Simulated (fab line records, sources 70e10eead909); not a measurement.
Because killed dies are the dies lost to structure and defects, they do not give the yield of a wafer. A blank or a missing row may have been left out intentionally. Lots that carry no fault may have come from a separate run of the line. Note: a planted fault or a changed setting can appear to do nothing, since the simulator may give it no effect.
fab line records    flow nand_harc
record: lots: 13  wafers: 38  last_day: 32
route steps=1302 shown P_ZERO_WELL@29 P_STI@89 END@1302
lots that met no fault: from a run of the same line without faults
start_h: hours from the record's opening day to when the first of the lot's shown wafers began    wait_h: hours since the lot's step before    " unchanged from the row above    L1.1+2: one row covering several wafers at once    - no value, or no start given    * or withheld: withheld    < > ~ a bound
route shown NAME@n: a module of which the file shows steps, and the number in the route of the first    usual: mean/standard deviation of fault-free wafers    same: alike in all rows    chamber/n: place in a boat    sites: per-site readings    _std_site: standard deviation across them    _edge_site: inner sites' mean taken away from outer sites' mean    radius_mm: for every site, how far away it sits from the centre of the wafer    mask NAME#n: copy n    behind: the most recent tool/chamber to have shaped the wafer    hold: why the lot went on hold/how many hours it stayed there/how the hold came to an end    device: which transistor (n, p or np) failed to switch    end of line: the tests these same wafers got at the end of their route    step lacking rows: just its recipe    killed: the dies lost at the first sort to structure and to defects; this is not the yield of the wafer    map: a wafer's dies, x killed, . not, _ none there
set.NAME: the setting that was run; set.NAME@STEP: the one run at that earlier step    model.NAME: the simulator's own value behind a step, which no gauge read
a sample of lots followed through the steps of the route, with each step as a table and each wafer as a row
services: when a tool's chamber went out of use (start_h, in hours from the record's first day, below 0 if earlier), for how many hours, and the reason
== steps ==
step: NHARC_P_ZERO_WELL_CD_MEAS_24
recipe: target_cd_nm: 720  landing_energy_ev: 500
usual: cd_nm: 720/3.1
lot.wafer  tool       chamber  start_h  wait_h  cd_nm
L379.1     cd_sem-02  0        26.36    -       719
L379.3     "          0        "        "       723
L379.6     "          0        "        "       724
L380.2     cd_sem-03  0        32.58    -       720
L380.4     "          0        "        "       719
L380.6     "          0        "        "       715
L381.4     cd_sem-03  0        42.52    -       722
L381.5     "          0        "        "       721
L381.6     "          0        "        "       723
L383.1     cd_sem-03  0        62.50    -       720
L383.3     "          0        "        "       721
L383.5     "          0        "        "       723
L384.1     cd_sem-03  0        72.51    -       722
L384.3     "          0        "        "       716
L384.5     "          0        "        "       723
L385.4     cd_sem-03  0        82.51    -       721
L385.5     "          0        "        "       719
L385.6     "          0        "        "       715
L386.1     cd_sem-03  0        92.59    -       711
L386.4     "          0        "        "       719
L386.5     "          0        "        "       715
L387.1     cd_sem-01  0        102.57   -       721
L387.4     "          0        "        "       719
L387.5     "          0        "        "       715
L390.2     cd_sem-03  0        132.46   -       719
L390.3     "          0        "        "       714
L390.6     "          0        "        "       718
L394.2     cd_sem-02  0        172.37   -       720
L394.4     "          0        "        "       719
L394.5     "          0        "        "       714
L396.1     cd_sem-03  0        192.50   -       724
L396.4     "          0        "        "       720
L396.5     "          0        "        "       724
L398.2     cd_sem-02  0        212.46   -       721
L398.4     "          0        "        "       721
L398.6     "          0        "        "       719
L399.2     cd_sem-03  0        222.48   -       723
L399.5     "          0        "        "       723
step: NHARC_P_STI_ETCH_31
recipe: target_depth_a: 1089  time_s: 54.5  cf4_flow_sccm: 100  chf3_flow_sccm: 30  ar_flow_sccm: 0  rf_w: 500  bias_w: 200  chemistry: CF4/CHF3
usual: drypump_motor_current_A: 5.70/0.28  oes_product_au: 0.960/0.02  rf_vpp_V: 371.0/2.2  run_length_s: 75.6/0.45  showerhead_plenum_p_Torr: 1.58/0.059  throttle_valve_pct: 16.802/0.009
lot.wafer  tool         chamber  start_h  wait_h  drypump_motor_current_A  oes_product_au  rf_hours_counter_h  rf_vpp_V  run_length_s  showerhead_plenum_p_Torr  throttle_valve_pct
L380.4     rie_diel-08  0        49.85    -       5.50                     0.965           2                   368.0     76.0          1.55                      16.800
L380.2     "            1        "        "       5.64                     0.953           2                   368.7     75.8          1.52                      16.798
L380.6     "            0        "        "       5.51                     0.975           -                   369.6     76.1          1.55                      16.804
L379.3     rie_diel-01  0        50.02    -       5.99                     0.967           0                   368.9     75.5          1.56                      16.816
L379.1     "            1        "        "       5.37                     0.982           0                   372.9     74.9          1.61                      16.788
L379.6     "            2        "        "       5.56                     0.948           -                   371.5     76.3          1.57                      16.811
L381.4     rie_diel-01  2        63.05    -       5.61                     0.919           1                   369.0     76.3          1.57                      16.797
L381.5     "            2        "        "       5.58                     0.925           -                   369.6     76.3          1.57                      16.803
L381.6     "            3        "        "       6.00                     0.943           -                   373.2     75.9          1.68                      16.818
L383.3     rie_diel-08  0        83.83    -       5.52                     0.987           4                   370.4     76.0          1.55                      16.798
L383.1     "            3        "        "       5.58                     0.968           4                   369.9     74.7          1.52                      16.813
L383.5     "            1        "        "       5.66                     0.987           -                   368.5     75.6          1.52                      16.795
L384.3     rie_diel-01  2        93.34    -       5.57                     0.925           2                   369.7     75.8          1.57                      16.804
L384.1     "            3        "        "       6.00                     0.943           2                   372.3     75.6          1.68                      16.802
L384.5     "            0        "        "       6.02                     0.961           -                   371.1     75.4          1.56                      16.793
L385.4     rie_diel-01  1        105.87   -       5.35                     0.966           3                   372.8     75.2          1.61                      16.798
L385.6     "            1        "        "       5.36                     0.974           -                   372.2     75.2          1.61                      16.805
L385.5     "            2        "        "       5.55                     0.928           -                   371.7     76.5          1.57                      16.805
L386.4     rie_diel-08  1        115.02   -       5.62                     0.967           6                   369.7     75.6          1.52                      16.796
L386.1     "            2        "        "       5.76                     0.967           5                   375.1     76.1          1.69                      16.795
L386.5     "            1        "        "       5.63                     0.969           -                   367.7     75.6          1.52                      16.803
L387.1     rie_diel-01  2        123.24   -       5.55                     0.924           3                   370.4     76.2          1.56                      16.804
L387.4     "            3        "        "       5.99                     0.931           3                   374.0     75.5          1.68                      16.818
L387.5     "            3        "        "       6.00                     0.942           -                   373.4     75.5          1.68                      16.794
L390.2     rie_diel-08  0        154.32   -       5.52                     0.983           9                   371.4     75.5          1.55                      16.803
L390.3     "            3        "        "       5.57                     0.982           8                   368.6     75.1          1.52                      16.806
L390.6     "            0        "        "       5.53                     0.977           -                   371.0     76.4          1.55                      16.799
L394.2     rie_diel-01  2        192.98   -       5.60                     0.929           7                   371.6     76.2          1.56                      16.805
L394.4     "            3        "        "       5.99                     0.930           7                   374.7     76.0          1.68                      16.798
L394.5     "            1        "        "       5.34                     0.970           -                   372.2     75.4          1.61                      16.808
L396.4     rie_diel-08  3        212.18   -       5.56                     0.968           1                   369.2     75.0          1.52                      16.798
L396.1     "            0        "        "       5.51                     0.969           1                   369.3     75.6          1.55                      16.800
L396.5     "            2        "        "       5.76                     0.968           -                   375.9     66.7          1.69                      16.794
L398.4     rie_diel-08  0        234.28   -       5.52                     0.961           3                   370.0     75.6          1.55                      16.790
L398.2     "            1        "        "       5.63                     0.962           3                   367.2     66.2          1.52                      16.802
L398.6     "            0        "        "       5.53                     0.957           -                   369.6     75.8          1.55                      16.811
L399.2     rie_diel-08  3        243.80   -       5.57                     0.962           3                   367.9     65.7          1.52                      16.810
L399.5     "            0        "        "       5.51                     0.976           -                   368.5     66.3          1.55                      16.793
step: NHARC_P_STI_OCD_MEAS_43
usual: trench_depth_nm: 303/7.3  trench_foot_cd_nm: 158/3.5
lot.wafer  tool    chamber  start_h  wait_h  trench_depth_nm  trench_foot_cd_nm
L380.2     ocd-01  -        50.71    -       310              149
L380.4     "       -        "        "       307              152
L380.6     "       -        "        "       306              154
L379.1     ocd-02  -        50.89    -       307              161
L379.3     "       -        "        "       306              158
L379.6     "       -        "        "       304              157
L381.4     ocd-01  -        63.92    -       306              162
L381.5     "       -        "        "       304              162
L381.6     "       -        "        "       295              161
L383.1     ocd-01  -        84.69    -       301              161
L383.3     "       -        "        "       305              156
L383.5     "       -        "        "       299              159
L384.1     ocd-02  -        94.20    -       295              163
L384.3     "       -        "        "       311              160
L384.5     "       -        "        "       312              158
L385.4     ocd-01  -        106.74   -       301              164
L385.5     "       -        "        "       302              161
L385.6     "       -        "        "       306              155
L386.1     ocd-01  -        115.88   -       290              159
L386.4     "       -        "        "       302              160
L386.5     "       -        "        "       300              162
L387.1     ocd-01  -        124.11   -       305              157
L387.4     "       -        "        "       306              159
L387.5     "       -        "        "       306              152
L390.2     ocd-02  -        155.19   -       301              161
L390.3     "       -        "        "       301              158
L390.6     "       -        "        "       301              159
L394.2     ocd-02  -        193.83   -       299              164
L394.4     "       -        "        "       293              160
L394.5     "       -        "        "       299              157
L396.1     ocd-01  -        213.03   -       314              154
L396.4     "       -        "        "       309              155
L396.5     "       -        "        "       310              156
L398.2     ocd-02  -        235.14   -       301              158
L398.4     "       -        "        "       308              157
L398.6     "       -        "        "       311              158
L399.2     ocd-02  -        244.66   -       316              155
L399.5     "       -        "        "       296              161
step: NHARC_P_STI_CMP_21
recipe: t_overpolish_s: 20  target_thk_nm: 380.67
usual: motor_current_A: 11.7/0.8  overpolish_run_s: 20.000/0.0076  slurry_filter_dp_kPa: 13.48/0.14
lot.wafer  tool    chamber  start_h  wait_h  motor_current_A  overpolish_run_s  slurry_filter_dp_kPa
L380.4     cmp-01  1        68.20    0.4     10.4             19.999            13.48
L380.2     "       0        "        "       12.0             20.001            13.51
L380.6     "       1        "        "       11.0             19.998            13.48
L379.3     cmp-02  0        68.20    0.4     11.1             19.992            13.41
L379.1     "       1        "        "       13.1             20.011            13.65
L379.6     "       0        "        "       11.5             19.991            13.68
L381.4     cmp-03  2        82.03    0.4     11.9             20.001            13.53
L381.5     "       1        "        "       12.2             19.985            13.44
L381.6     "       2        "        "       11.7             19.994            13.53
L383.3     cmp-02  2        105.06   0.4     11.1             19.992            13.76
L383.1     "       3        "        "       12.9             19.999            13.33
L383.5     "       2        "        "       11.5             19.998            13.40
L384.1     cmp-01  3        112.05   0.4     11.5             20.003            13.72
L384.3     "       0        "        "       13.3             20.000            13.39
L384.5     "       2        "        "       10.4             20.006            13.74
L385.4     cmp-01  0        123.85   0.4     12.3             19.995            13.80
L385.6     "       0        "        "       12.0             19.997            13.73
L385.5     "       1        "        "       10.7             20.007            13.26
L386.4     cmp-02  3        139.94   0.4     13.1             19.989            13.58
L386.1     "       1        "        "       12.5             20.011            13.44
L386.5     "       3        "        "       12.6             20.012            13.70
L387.1     cmp-01  3        146.04   0.4     12.1             19.996            13.43
L387.4     "       1        "        "       10.9             19.999            13.38
L387.5     "       3        "        "       11.7             20.000            13.65
L390.3     cmp-03  1        175.29   0.4     11.9             19.991            13.41
L390.2     "       2        "        "       11.3             19.991            13.56
L390.6     "       3        "        "       12.1             20.005            13.64
L394.2     cmp-02  0        209.16   0.4     11.3             19.999            13.41
L394.4     "       2        "        "       11.2             20.009            13.67
L394.5     "       0        "        "       10.9             19.998            13.36
L396.4     cmp-02  2        229.69   0.4     11.0             20.001            13.37
L396.1     "       0        "        "       11.2             20.000            13.52
L396.5     "       1        "        "       12.7             19.993            13.35
L398.2     cmp-02  3        251.76   0.4     13.3             20.009            13.30
L398.4     "       0        "        "       11.8             19.999            13.40
L398.6     "       1        "        "       12.8             20.003            13.43
L399.2     cmp-01  0        261.58   0.4     13.2             20.001            13.28
L399.5     "       0        "        "       12.5             20.009            13.58
step: NHARC_END_SORT_01
recipe: temp_c: 25
usual: killed_at_array: 59/20  killed_at_other: 0.8/1.1  killed_at_periphery: 5/3.1  killed_dies: 64/21  killed_open: 3.4/1.9  killed_short: 2.3/1.7
same: gross_dies: 677
lot.wafer  tool       chamber  start_h  wait_h  killed_at_array  killed_at_other  killed_at_periphery  killed_dies  killed_open  killed_short
L396.1     prober-01  0        738.11   2.5     62               0                5                    67           1            1
L396.4     prober-01  0        740.53   3.4     71               0                3                    74           4            0
L396.5     prober-01  0        741.34   3.7     60               0                11                   71           4            3
L398.2     prober-01  0        750.44   2.8     69               1                23                   93           0            1
L398.4     prober-01  0        752.03   3.4     79               0                7                    86           4            3
L398.6     prober-01  0        753.63   4.0     85               2                6                    93           3            1
L399.2     prober-01  0        762.26   2.8     48               4                32                   84           5            4
L399.5     prober-01  0        764.67   3.7     48               4                17                   69           2            3
killed by level:class
L396.1 A_CHANNEL_HOLE_D1:chamber_film_flake=34 A_STAIRCASE:chamber_film_flake=8 A_SLIT:chamber_film_flake=6 P_STI:chamber_film_flake=4 A_CHANNEL_HOLE_D2:chamber_film_flake=4 A_CONTACT:chamber_film_flake=4 A_CHANNEL_FILL_D2:chamber_film_flake=2 A_ONON_D1:geometric_particle:short=1
L396.4 A_CHANNEL_HOLE_D1:chamber_film_flake=32 A_STAIRCASE:chamber_film_flake=11 A_CONTACT:chamber_film_flake=10 A_SLIT:chamber_film_flake=8 A_CHANNEL_HOLE_D2:chamber_film_flake=6 A_ONON_D1:geometric_particle:open=2 P_STI:chamber_film_flake=2 P_CONTACT:geometric_particle:open=1
L396.5 A_CHANNEL_HOLE_D1:chamber_film_flake=25 A_STAIRCASE:chamber_film_flake=10 P_STI:area_etch=10 A_CHANNEL_HOLE_D2:chamber_film_flake=8 A_SLIT:chamber_film_flake=4 A_CONTACT:chamber_film_flake=3 A_ONON_D1:geometric_particle:open=2 A_CHANNEL_FILL_D1:geometric_particle:short=1
L398.2 A_CHANNEL_HOLE_D1:chamber_film_flake=32 A_SLIT:chamber_film_flake=24 P_STI:area_etch=18 A_CONTACT:chamber_film_flake=6 A_WL_FILL:chamber_film_flake=3 P_CONTACT:chamber_film_flake=2 A_CHANNEL_FILL_D1:chamber_film_flake=2 A_CHANNEL_FILL_D2:geometric_particle:short=1
L398.4 A_CHANNEL_HOLE_D1:chamber_film_flake=32 A_SLIT:chamber_film_flake=22 A_CHANNEL_FILL_D1:chamber_film_flake=5 A_WL_FILL:chamber_film_flake=5 A_CONTACT:chamber_film_flake=5 P_M2:chamber_film_flake=4 A_BLC:geometric_particle:open=2 P_CONTACT:chamber_film_flake=2
L398.6 A_CHANNEL_HOLE_D1:chamber_film_flake=38 A_SLIT:chamber_film_flake=31 A_CONTACT:chamber_film_flake=4 A_WL_FILL:chamber_film_flake=3 P_M0:geometric_particle:open=2 A_CHANNEL_HOLE_D2:chamber_film_flake=2 A_STAIRCASE:chamber_film_flake=2 A_SGD_CUT:chamber_film_flake=2
L399.2 P_STI:area_etch=28 A_SLIT:chamber_film_flake=17 A_CHANNEL_HOLE_D1:chamber_film_flake=10 A_CONTACT:chamber_film_flake=7 THIN_TSV:chamber_film_flake=4 A_ONON_D1:geometric_particle:open=2 A_DECK1_JOINT:geometric_particle:short=2 P_GATE:chamber_film_flake=2
L399.5 A_SLIT:chamber_film_flake=18 A_CHANNEL_HOLE_D1:chamber_film_flake=16 P_STI:area_etch=15 A_CONTACT:chamber_film_flake=5 THIN_TSV:chamber_film_flake=4 A_ONON_D2:geometric_particle:short=2 A_CHANNEL_HOLE_D2:chamber_film_flake=2 A_STAIRCASE:chamber_film_flake=2
== services ==
tool         chamber  start_h  hours  kind
rie_diel-01  -        26.93    9.0    pm
cmp-02       -        36.73    4.0    pm
rie_diel-08  0        47.31    -      clean
rie_diel-08  1        47.31    -      clean
rie_diel-08  2        47.31    -      clean
rie_diel-08  3        47.31    -      clean
cmp-03       -        64.07    4.0    pm
rie_diel-08  0        71.81    -      clean
rie_diel-01  0        75.36    2.1    repair
cmp-01       -        87.50    4.0    pm
cmp-02       -        87.85    0.5    repair
cmp-02       -        134.73   4.0    pm
rie_diel-08  1        151.33   4.0    repair
rie_diel-08  -        154.47   1.6    repair
cmp-03       -        162.07   4.0    pm
rie_diel-08  0        176.66   12.7   repair
cmp-01       -        185.50   4.0    pm
rie_diel-08  -        190.81   9.0    pm
rie_diel-01  -        203.93   9.0    pm
cmp-02       -        220.06   8.7    repair
cmp-02       -        232.07   4.3    repair
cmp-03       -        248.45   5.3    repair
cmp-01       -        252.50   6.7    repair
cmp-03       -        260.08   4.0    pm
== key ==
first_sign: step: NHARC_P_STI_ETCH_31  reading: run_length_s  direction: down  sigmas: 21  usual: *  struck: *
effect: step: NHARC_END_SORT_01  reading: killed_at_periphery  direction: up  sigmas: 5.1  usual: 5  struck: 21
met_at NHARC_P_STI_ETCH_31
struck_lots L396,L398,L399
struck_wafers L396.5,L398.2,L399.2,L399.5
tester_left_out L396,L398,L399
not_acting_at NHARC_P_ZERO_WELL_CD_MEAS_24,NHARC_P_STI_OCD_MEAS_43,NHARC_P_STI_CMP_21
onset_between 154.32 212.18
fault: kind: process_parameter_drift  tool: rie_diel-08  chamber: -  onset_h: 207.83  steps: NHARC_P_STI_ETCH_31  channel: time_s  offset: *  shape: step  end_h: 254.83  scope: struck_wafers_only  acts_in: *  stated: *
tester_left_out: of these lots the tester's yield and bins aren't shown, on N5 and GAA mostly nor the transistor test; their killed dies are dies lost to structure and defects alone, not to doping, threshold or leakage, so they don't give the yield
